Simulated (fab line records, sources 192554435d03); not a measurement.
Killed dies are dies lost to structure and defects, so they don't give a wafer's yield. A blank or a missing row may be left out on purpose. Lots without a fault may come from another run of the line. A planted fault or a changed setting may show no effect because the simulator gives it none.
fab line records | flow n5_finfet
record lots=10 wafers=30 last_day=20
route steps=1938 shown BEOL_M9@1437 BEOL_M10@1473
lots that met no fault: from a run of the same line without faults
start_h: hours from the record's first day to the start of the lot's first wafer shown | wait_h: hours since the lot's step before | " the same as in the row above | L1.1+2: a row that stands for several wafers | - no value, or no start given | * or withheld: withheld | < > ~ a bound
route shown NAME@n: a module of which the file shows steps, and the number in the route of the first | usual: mean/standard deviation of fault-free wafers | same: alike in all rows | chamber/n: place in a boat | sites: the reading at each site | _std_site: their standard deviation | _edge_site: outer sites' mean less inner sites' | radius_mm: how far each site lies from the wafer's centre | mask NAME#n: copy n | behind: the tool/chamber that last shaped the wafer | hold: why the lot was held/for how many hours/how that ended | device: the transistor (n, p or np) that didn't switch | end of line: the same wafers' tests at the end of the route | a step without rows: its recipe alone | killed: dies lost to structure and defects at the first sort, not the wafer's yield | map: a wafer's dies, x killed, . not, _ none there
set.NAME: the setting as run; set.NAME@STEP: as run at that earlier step | model.NAME: the simulator's own value behind a step, which no gauge read
steps of the route over a sample of lots; a table a step, a row a wafer
services: from which hour (start_h, from the record's first day; less than 0 if before it) a tool's chamber was out of use, for how many hours, and why
## steps
# step N5_BEOL_M9_DESCUM_33
# recipe chemistry=O2 time_s=7 source_power_w=50 bias_power_w=20 pressure_mtorr=20 rf_frequency_hz=2.712e+07 temp_c=40 resist=CAR-EUV o2_flow_sccm=225
# usual chamber_pressure_mTorr=20.00/0.04 drypump_motor_current_A=5.7/0.37 oes_product_au=0.77/0.085 rf_fwd_power_W=49.48/0.19 rf_vpp_V=243.1/1.4 showerhead_plenum_p_Torr=2.08/0.066 throttle_valve_pct=20.52/0.2
# columns lot.wafer tool chamber start_h wait_h chamber_pressure_mTorr drypump_motor_current_A oes_product_au rf_fwd_power_W rf_hours_counter_h rf_vpp_V showerhead_plenum_p_Torr throttle_valve_pct
L544.2 rie_diel-05 3 252.69 0.4 20.00 6.3 0.75 49.33 160 241.9 2.08 20.71
L544.5 " 3 " " 20.01 6.3 0.75 49.40 - 243.6 2.08 20.71
L544.6 " 0 " " 19.99 5.8 0.68 49.26 - 242.5 2.07 20.33
L548.1 rie_diel-03 1 281.55 0.0 19.99 5.7 0.71 49.33 210 243.4 2.07 20.76
L548.3 " 0 " " 20.00 5.9 0.79 49.79 121 244.9 2.18 20.43
L548.5 " 0 " " 20.01 5.9 0.79 49.37 - 244.7 2.18 20.42
L550.3 rie_diel-03 2 302.20 0.0 20.01 5.7 0.68 49.21 238 241.7 1.98 20.59
L550.5 " 3 " " 19.97 5.5 0.69 49.74 - 244.2 2.16 20.62
L550.6 " 2 " " 20.03 5.7 0.68 49.23 - 242.9 1.98 20.57
L559.2 rie_diel-03 2 356.65 0.0 20.00 5.7 0.67 49.53 249 240.9 1.98 20.60
L559.4 " 1 " " 19.96 5.8 0.70 49.17 219 244.1 2.07 20.78
L559.5 " 3 " " 19.99 5.5 0.68 49.56 - 244.2 2.16 20.65
L563.1 rie_diel-03 0 368.73 0.4 19.99 6.0 0.77 49.49 144 245.6 2.17 20.45
L563.3 " 1 " " 19.99 5.7 0.69 49.21 224 242.8 2.06 20.80
L563.5 " 3 " " 19.98 5.5 0.67 49.54 - 244.2 2.16 20.66
L561.1 rie_diel-05 2 378.32 0.0 19.98 6.2 0.84 49.66 69 242.0 2.03 20.45
L561.4 " 0 " " 19.99 5.8 0.94 49.55 11 241.8 2.06 20.03
L561.6 " 0 " " 20.00 5.8 0.94 49.43 - 243.1 2.06 20.02
L566.1 rie_diel-05 3 397.63 0.0 19.99 6.3 0.71 49.42 214 244.6 2.06 20.79
L566.2 " 0 " " 20.01 5.8 0.93 49.36 17 243.6 2.06 20.05
L566.3 " 2 " " 19.99 6.2 0.83 49.59 75 241.5 2.03 20.47
L565.1 rie_diel-02 3 404.75 0.0 20.03 5.9 0.68 49.33 247 242.4 1.98 20.50
L565.2 " 2 " " 20.00 6.0 0.79 49.31 129 242.5 2.02 20.56
L565.4 " 0 " " 20.00 4.8 0.87 49.42 61 244.8 2.13 20.48
L567.4 rie_diel-05 0 412.53 0.0 19.98 5.8 0.91 49.37 22 243.3 2.06 20.05
L567.5 " 0 " " 20.02 5.8 0.92 49.42 - 243.5 2.06 20.06
L567.6 " 1 " " 19.98 5.3 0.81 49.50 - 241.2 2.11 20.31
L564.1 rie_diel-05 0 414.12 0.0 20.01 5.8 0.91 49.32 23 241.7 2.06 20.06
L564.4 " 1 " " 19.99 5.4 0.81 49.33 111 243.9 2.11 20.29
L564.5 " 1 " " 20.01 5.4 0.81 49.39 - 243.3 2.11 20.31
# step N5_BEOL_M9_CURE_72
# recipe temp_c=370 time_s=120 ambient=DMADMS/He material=SiCOH_lowk
# usual lamp_power_pct=52.30/0.061 wafer_temp_C_max=371.6/0.43
# columns lot.wafer tool chamber start_h wait_h lamp_power_pct wafer_temp_C_max
L544.2 uv_cure-01 2 253.41 0.1 52.27 371.4
L544.5 " 2 " " 52.30 371.9
L544.6 " 2 " " 52.35 371.9
L548.1 uv_cure-02 1 282.21 0.0 52.27 371.4
L548.3 " 1 " " 52.26 371.5
L548.5 " 1 " " 52.31 371.5
L550.3 uv_cure-02 1 302.95 0.1 52.29 371.5
L550.5 " 1 " " 52.31 371.6
L550.6 " 1 " " 52.28 371.5
L559.2 uv_cure-03 0 357.35 0.1 52.32 370.7
L559.4 " 0 " " 52.31 370.8
L559.5 " 0 " " 52.36 370.3
L563.1 uv_cure-03 1 369.38 0.0 52.37 371.5
L563.3 " 1 " " 52.35 371.2
L563.5 " 1 " " 52.29 372.0
L561.1 uv_cure-02 2 379.25 0.3 52.32 371.6
L561.4 " 2 " " 52.31 372.5
L561.6 " 2 " " 52.36 372.2
L566.1 uv_cure-03 2 398.29 0.0 52.32 371.9
L566.2 " 2 " " 52.35 371.0
L566.3 " 2 " " 52.30 371.6
L565.1 uv_cure-01 2 405.40 0.0 52.20 371.6
L565.2 " 2 " " 52.20 371.5
L565.4 " 2 " " 52.26 371.5
L567.4 uv_cure-02 0 413.54 0.3 52.21 371.6
L567.5 " 0 " " 52.27 371.8
L567.6 " 0 " " 52.43 372.4
L564.1 uv_cure-02 0 414.87 0.0 52.36 371.9
L564.4 " 0 " " 52.43 371.6
L564.5 " 0 " " 52.38 371.7
# step N5_BEOL_M10_PECVD_70
# recipe material=SiO2 target_thk_a=200 temp_c=400 precursor=TEOS/O2 pressure_torr=5.5 rf_w=450 teos_flow_sccm=53.8 gas=O2 flow_sccm=3000 time_s=22.7
# usual heater_power_w=717/110 rf_fwd_power_W=444.2/2.1 showerhead_plenum_p_Torr=8.75/0.077 susceptor_temp_C=400.02/0.22 throttle_valve_pct=22.3/1
# columns lot.wafer tool chamber start_h wait_h heater_power_w rf_fwd_power_W showerhead_plenum_p_Torr susceptor_temp_C throttle_valve_pct
L544.2 pecvd-01 2 257.83 0.0 877 441.1 8.70 400.00 22.2
L544.5 " 0 " " 751 447.4 8.72 400.33 23.6
L544.6 " 1 " " 530 442.2 8.66 400.28 21.8
L548.1 pecvd-03 2 286.09 0.0 732 443.4 8.72 399.80 20.0
L548.3 " 1 " " 751 444.9 8.69 400.20 23.1
L548.5 " 1 " " 756 445.9 8.69 400.16 23.0
L550.3 pecvd-01 0 306.71 0.0 677 447.8 8.76 400.01 23.5
L550.5 " 2 " " 765 442.3 8.72 400.14 22.9
L550.6 " 1 " " 672 442.0 8.65 412.29 21.8
L559.2 pecvd-03 2 360.26 0.0 775 445.0 8.72 400.05 20.5
L559.4 " 0 " " 834 443.8 8.81 399.85 23.0
L559.5 " 1 " " 837 444.2 8.72 400.32 23.1
L563.1 pecvd-02 1 374.54 0.0 617 444.9 8.79 399.93 21.8
L563.3 " 0 " " 586 446.4 8.90 400.10 22.0
L563.5 " 2 " " 717 445.2 8.74 400.08 21.1
L561.1 pecvd-02 2 383.66 0.0 719 446.2 8.71 400.27 21.1
L561.4 " 1 " " 692 444.1 8.78 399.89 21.8
L561.6 " 0 " " 585 442.5 8.97 400.03 22.3
L566.1 pecvd-03 1 401.63 0.0 845 445.3 8.70 400.36 23.4
L566.2 " 0 " " 762 442.4 8.79 400.38 22.9
L566.3 " 2 " " 762 444.7 8.70 400.29 20.5
L565.1 pecvd-01 2 410.12 0.0 901 441.2 8.72 399.85 22.8
L565.2 " 0 " " 720 447.5 8.73 399.97 23.6
L565.4 " 0 " " 715 445.5 8.74 399.90 23.5
L567.4 pecvd-03 2 417.61 0.1 818 444.7 8.72 399.71 20.4
L567.5 " 1 " " 767 443.3 8.69 400.03 23.0
L567.6 " 0 " " 693 445.8 8.81 399.88 23.1
L564.1 pecvd-02 0 421.99 0.0 506 446.2 8.93 400.37 22.2
L564.4 " 2 " " 684 445.8 8.70 399.94 21.0
L564.5 " 0 " " 507 445.1 8.93 399.70 22.0
# step N5_BEOL_M10_HM_DEP_02
# recipe material=TiN target_thk_a=200 temp_c=25 chamber_pressure_pa=0.49996
# usual throttle_valve_pct=29.5/1
# columns lot.wafer tool chamber start_h wait_h throttle_valve_pct
L544.2 pvd_sputter-01 - 260.77 2.9 28.6
L544.5 " - " " 28.6
L544.6 " - " " 28.8
L548.1 pvd_sputter-01 - 286.71 0.6 31.1
L548.3 " - " " 28.8
L548.5 " - " " 30.0
L550.3 pvd_sputter-03 - 308.29 1.6 29.5
L550.5 " - " " 30.8
L550.6 " - " " 27.9
L559.2 pvd_sputter-02 - 360.96 0.7 28.6
L559.4 " - " " 29.6
L559.5 " - " " 30.0
L563.1 pvd_sputter-01 - 374.89 0.3 29.8
L563.3 " - " " 28.9
L563.5 " - " " 28.8
L561.1 pvd_sputter-03 - 385.73 2.0 28.7
L561.4 " - " " 28.9
L561.6 " - " " 28.0
L566.1 pvd_sputter-02 - 402.33 0.7 29.9
L566.2 " - " " 30.5
L566.3 " - " " 31.4
L565.1 pvd_sputter-02 - 410.95 0.8 29.8
L565.2 " - " " 31.3
L565.4 " - " " 29.0
L567.4 pvd_sputter-03 - 419.37 1.7 29.3
L567.5 " - " " 29.2
L567.6 " - " " 30.6
L564.1 pvd_sputter-02 - 422.81 0.8 31.2
L564.4 " - " " 29.8
L564.5 " - " " 29.8
# step N5_BEOL_M10_CMP_52
# recipe stop_on=SiCOH_lowk t_overpolish_s=7 down_force_psi=1 platen_rpm=50 clearing_platen_down_force_psi=1.5 clearing_platen_rpm=50 post_cmp_clean=cu_alkaline target_thk_nm=140 clearing_platen_pad_velocity_m_s=0.99484 pad_velocity_m_s=0.99484
# usual barrier_field_endpoint_s=29.0/0.55 motor_current_A=6.3/0.77
# columns lot.wafer tool chamber start_h wait_h barrier_field_endpoint_s motor_current_A
L544.2 cmp-03 0 266.51 0.2 29.0 6.5
L544.5 " 0 " " 28.9 6.7
L544.6 " 1 " " 29.9 8.8
L548.3 cmp-01 1 292.35 0.2 28.7 6.5
L548.1 " 0 " " 28.8 5.8
L548.5 " 2 " " 28.7 6.7
L550.3 cmp-01 0 314.38 0.2 29.4 5.8
L550.5 " 3 " " 30.1 5.5
L550.6 " 0 " " 27.0 5.7
L559.2 cmp-03 2 367.27 0.3 28.8 6.4
L559.4 " 3 " " 28.8 6.7
L559.5 " 1 " " 29.0 8.9
L563.1 cmp-04 3 381.33 0.3 28.4 6.4
L563.3 " 2 " " 28.9 5.8
L563.5 " 0 " " 29.1 6.0
L561.1 cmp-04 2 391.18 0.3 28.6 5.8
L561.4 " 3 " " 28.1 6.3
L561.6 " 3 " " 28.8 6.6
L566.2 cmp-01 3 409.80 0.2 30.1 5.5
L566.3 " 0 " " 28.4 5.6
L566.1 " 1 " " 28.4 6.2
L565.2 cmp-04 1 415.99 0.2 28.7 6.0
L565.1 " 2 " " 29.3 5.6
L565.4 " 3 " " 29.9 6.2
L567.4 cmp-04 0 424.44 0.1 28.7 6.5
L567.5 " 0 " " 29.1 6.0
L567.6 " 1 " " 28.1 6.1
L564.4 cmp-01 3 429.82 0.1 29.5 5.5
L564.1 " 1 " " 28.8 6.7
L564.5 " 3 " " 30.4 5.4
## services
# columns tool chamber start_h hours kind
rie_diel-05 1 229.85 2.6 repair
cmp-01 - 232.38 5.4 pm
cmp-01 - 243.19 4.5 pm
rie_diel-05 0 249.90 1.2 repair
rie_diel-03 3 251.86 6.5 repair
cmp-04 - 262.70 6.1 pm
cmp-01 - 265.06 4.0 pm
cmp-01 - 274.58 4.7 repair
rie_diel-05 2 281.14 7.1 repair
rie_diel-03 1 312.30 15.5 repair
rie_diel-05 3 315.21 3.1 repair
rie_diel-03 - 327.21 28.1 pm
rie_diel-05 - 329.22 0.3 repair
uv_cure-02 - 348.48 2.1 pm
uv_cure-02 - 354.24 0.6 repair
pecvd-03 - 362.37 1.5 repair
rie_diel-03 - 374.24 1.1 repair
cmp-01 - 376.04 0.6 repair
uv_cure-02 - 379.58 5.1 repair
rie_diel-05 3 381.29 7.0 repair
pecvd-03 2 387.41 5.1 repair
cmp-01 - 389.82 1.8 repair
uv_cure-02 - 391.20 3.4 pm
rie_diel-03 - 408.89 2.8 pm
## key
first_sign step=N5_BEOL_M10_PECVD_70 reading=susceptor_temp_C direction=up sigmas=55 usual=* struck=*
effect step=N5_BEOL_M10_CMP_52 reading=barrier_field_endpoint_s direction=down sigmas=3.6 usual=29.0 struck=27.0
met_at N5_BEOL_M10_PECVD_70
struck_lots L550
struck_wafers L550.6
not_acting_at N5_BEOL_M9_DESCUM_33,N5_BEOL_M9_CURE_72,N5_BEOL_M10_HM_DEP_02
onset_between 257.83 306.71
fault kind=process_parameter_drift tool=pecvd-01 chamber=1 onset_h=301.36 steps=N5_BEOL_M10_PECVD_70 channel=temp_c offset=* shape=step end_h=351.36 acts_in=* stated=*
